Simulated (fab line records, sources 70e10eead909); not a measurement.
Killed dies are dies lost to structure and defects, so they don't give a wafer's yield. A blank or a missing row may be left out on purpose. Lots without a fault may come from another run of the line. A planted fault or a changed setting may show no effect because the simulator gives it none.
Problem report in the 8D (eight disciplines) form, filled by code | flow nand_harc | the parts of the form that need people (team, actions taken, sign-off) are left out

1. THE PROBLEM
killed_dies at NHARC_END_SORT_01 reads a mean of 132 on 1 wafer of 1 lot; wafers without a fault read 54 with a standard deviation of 18. That is +4.3 standard deviations from the usual mean.
First seen on wafer L168.4, day 31 22:16, on prober-01. The record holds 1 wafer of 1 lot with a number at this step. Rule for "out", or "out of limits": more than 4 standard deviations from the usual mean. The other wafers with a number count as sound.

2. WHAT IT IS AND WHAT IT IS NOT
question                    | is                           | is not
which readings at this step | killed_dies, killed_at_array | killed_at_other, killed_at_periphery, killed_open, killed_short
which lots                  | L168                         | -
which wafers of those lots  | all that have a number       | -
read on which gauges        | prober-01                    | -
when                        | from day 31 22:16            | up to then (0 sound wafers)

3. SUSPECTS, AND WHAT RULES EACH OUT
Counting: a tool at a process step up to the reading stays a suspect if it ran every lot that is out and no sound lot after the first of them.
- the gauge at NHARC_END_SORT_01: kept. All the wafers that are out were read on prober-01, and no step on other tools shows them out.
- rie_diel-13 at NHARC_A_CHANNEL_FILL_D2_ETCHBACK_20 (etches the open film in C4F8/O2/Ar, target depth 27 nm, time 13.5 s): kept. It ran the lot that is out, L168 (day 20 23:49), and no sound lot after that.
- rie_diel-13 at NHARC_A_CHANNEL_FILL_D2_STRIP_28 (strips in O2, time 20 s): kept. It ran the lot that is out, L168 (day 20 23:55), and no sound lot after that.
- wet_bench-09 at NHARC_A_CHANNEL_FILL_D2_PRECLEAN_30 (cleans in dHF, time 30 s): kept. It ran the lot that is out, L168 (day 21 17:35), and no sound lot after that.
- cmp-01 at NHARC_A_CHANNEL_FILL_D2_CMP_10 (polishes, target thk 150 nm): kept. It ran the lot that is out, L168 (day 21 23:13), and no sound lot after that.
- rtp_anneal-01 at NHARC_A_CHANNEL_FILL_D2_RTA_24 (time 5 s): kept. It ran the lot that is out, L168 (day 21 23:40), and no sound lot after that.
- rie_diel-01 at NHARC_A_STAIRCASE_ETCH_169 (etches the open film in CH3F/O2, target depth 50 nm, time 107.1 s): kept. It ran the lot that is out, L168 (day 22 00:50), and no sound lot after that.
Left after counting: rie_diel-13 at NHARC_A_CHANNEL_FILL_D2_ETCHBACK_20, rie_diel-13 at NHARC_A_CHANNEL_FILL_D2_STRIP_28, wet_bench-09 at NHARC_A_CHANNEL_FILL_D2_PRECLEAN_30, cmp-01 at NHARC_A_CHANNEL_FILL_D2_CMP_10, rtp_anneal-01 at NHARC_A_CHANNEL_FILL_D2_RTA_24, rie_diel-01 at NHARC_A_STAIRCASE_ETCH_169, prober-01 at NHARC_END_SORT_01.

4. THE CAUSE (what the simulator had put in)
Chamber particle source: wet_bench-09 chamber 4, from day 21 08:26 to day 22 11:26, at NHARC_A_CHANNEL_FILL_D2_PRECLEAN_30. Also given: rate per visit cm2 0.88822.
Counting left 7 suspects, and this tool is among them.

5. THE CHAIN OF EFFECTS, in route order
Each row: a reading whose mean over the struck wafers that have a number lies more than 3 standard deviations from the usual. Only readings for which the record gives a usual standard deviation are gone through. hours: the time from each lot's start at the first step in this table that gives one to its start at this step, as a median over the lots. sigmas: the change in usual standard deviations.
hours | step              | reading         | usual | on struck wafers | change | sigmas
0     | NHARC_END_SORT_01 | killed_at_array | 49    | 125              | +76    | +4.2
0     | NHARC_END_SORT_01 | killed_dies     | 54    | 132              | +78    | +4.3

6. WHAT WOULD HAVE CAUGHT IT SOONER
In this record the first reading out of limits at a measuring or inspecting step was taken at day 31 22:16, 254 hours after the fault began at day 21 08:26.
All the lots that are out (1) had begun NHARC_A_CHANNEL_FILL_D2_PRECLEAN_30 on wet_bench-09 by day 31 22:16. A hold on the tool at that time would have spared none of them.
